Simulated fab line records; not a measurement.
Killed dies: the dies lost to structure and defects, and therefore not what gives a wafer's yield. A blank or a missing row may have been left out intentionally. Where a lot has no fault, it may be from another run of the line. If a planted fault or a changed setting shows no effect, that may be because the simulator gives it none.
Matching of chambers ; flow n5_finfet ; 4 sister chambers for N5_BEOL_M0_ALD_136 on ald_metal-02
The step deposits TaN, pulse time 2 s, purge time 3 s, co reactant purge time 2 s. 8 wafers are shown with their chamber, then 9 later ones without.

== EACH WAFER AND ITS CHAMBER ==
wafer;chamber;heater_power_w (W);mfc_carrier_sccm (sccm)
L083.4;0;414;1498
L085.1;1;388;1497
L085.4;3;408;1497
L087.5;1;386;1510
L087.6;2;457;1495
L091.1;0;417;1494
L091.2;2;455;1500
L091.4;3;405;1500

== WAFERS WITH NO CHAMBER GIVEN ==
wafer;heater_power_w (W);mfc_carrier_sccm (sccm)
L093.1;464;1500
L093.2;423;1499
L093.4;387;1496
L092.1;411;1498
L092.4;462;1505
L092.5;471;1499
L097.2;451;1503
L097.4;411;1499
L097.6;415;1497

== CHAMBER TAKEN BY EACH ==
wafer;from the rows above;in truth
L093.1;2;2
L093.2;0;0
L093.4;1;1
L092.1;can't be placed: 3 or 0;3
L092.4;2;2
L092.5;2;2
L097.2;2;2
L097.4;can't be placed: 3 or 0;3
L097.6;0;0
Placed correctly: 7 of 9. These rows do not allow placing 2 (true chamber among the candidates in 2). Wrongly placed: 0.
How it was worked out, from the rows above alone: a wafer's distance from a chamber is the root of the sum, over the readings, of the square of ((its reading less the chamber's mean) divided by the reading's scatter). If the next closest chamber is less than 2 further off than the closest, the wafer can't be placed; otherwise it belongs to the closest. The mean given for a chamber averages the wafers shown for that chamber. How the scatter is found: for the shown wafers, subtract from each reading the mean of its chamber, square and add these, divide the total by (wafers less chambers), then take the root.
